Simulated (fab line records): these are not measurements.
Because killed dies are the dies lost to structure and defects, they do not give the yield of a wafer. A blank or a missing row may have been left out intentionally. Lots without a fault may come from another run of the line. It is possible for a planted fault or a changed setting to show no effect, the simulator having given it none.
Which tool was responsible? | flow n5Finfet | route of 1938 steps, sampled at 1 step: 22 lots, 66 wafers

WHAT THE GAUGES READ, wafer by wafer
N5_FIN_SAQP_THK_MEAS_05. Usual: thkNm reads 38.0 nm (standard deviation 0.52).
lot  | measured    | on           | thkNm (nm)     | flag
L074 | day 1 21:02 | filmMetro-02 | 37.3 38.9 38.5 | 
L075 | day 2 04:52 | filmMetro-01 | 37.6 38.3 38.9 | 
L076 | day 2 10:14 | filmMetro-02 | 37.9 37.9 38.4 | 
L077 | day 2 15:42 | filmMetro-01 | 37.1 37.6 38.5 | 
L078 | day 2 21:04 | filmMetro-02 | 36.7 37.4 37.1 | 
L079 | day 3 02:44 | filmMetro-01 | 37.8 38.0 38.2 | 
L080 | day 3 09:10 | filmMetro-02 | 38.1 37.6 38.7 | 
L081 | day 3 15:14 | filmMetro-01 | 37.3 37.6 37.8 | 
L082 | day 3 21:58 | filmMetro-02 | 36.7 38.4 38.0 | 
L083 | day 4 03:20 | filmMetro-01 | 38.0 38.8 39.0 | 
L084 | day 4 11:17 | filmMetro-01 | 37.7 37.1 38.1 | 
L085 | day 4 15:52 | filmMetro-01 | 37.2 37.6 38.4 | 
L086 | day 4 23:44 | filmMetro-01 | 37.3 38.0 37.5 | 
L088 | day 5 10:13 | filmMetro-01 | 37.8 37.8 38.5 | 
L089 | day 5 15:51 | filmMetro-01 | 39.0 38.4 39.6 | 
L090 | day 5 22:43 | filmMetro-02 | 37.7 38.3 37.8 | 
L091 | day 6 03:25 | filmMetro-01 | 38.1 38.7 38.0 | 
L093 | day 6 20:52 | filmMetro-02 | 38.2 38.4 38.0 | 
L094 | day 6 22:13 | filmMetro-02 | 37.9 38.2 38.6 | 
L095 | day 7 03:37 | filmMetro-02 | 37.0 38.1 37.6 | 
L096 | day 7 09:19 | filmMetro-02 | 37.2 38.6 38.5 | 
L097 | day 7 14:58 | filmMetro-02 | 37.1 37.2 38.3 | 

WHAT TOOL EACH LOT RAN ON (gives the tool, then ch and the chambers of the sampled wafers, and finally the start)
Before these readings, the record contains no process step.

AS READ BY THE TOOLS THEMSELVES (means over the sampled wafers that have a number; for cases with no such wafer, the mark the record gives instead)
The record holds no such reading with a usual standard deviation.

THE ANSWER, worked out from the rows above alone
Rule: lot off if the mean of its wafers having a number is beyond 3 standard deviations from the usual mean. Also off: a lot with no number at a reading for which 4 or more lots have one. All remaining lots with rows at the step are treated as sound. Order of review: gauges by route order, followed by the tools' own readings, for which a lot's mean as printed above is used. The first step at which some lot is off is used, and at that step the reading that is off furthest; a lot without a number counts as furthest.
No lot is off at any reading shown: from this, nothing can be told.

WHAT THE SIMULATOR PUT IN
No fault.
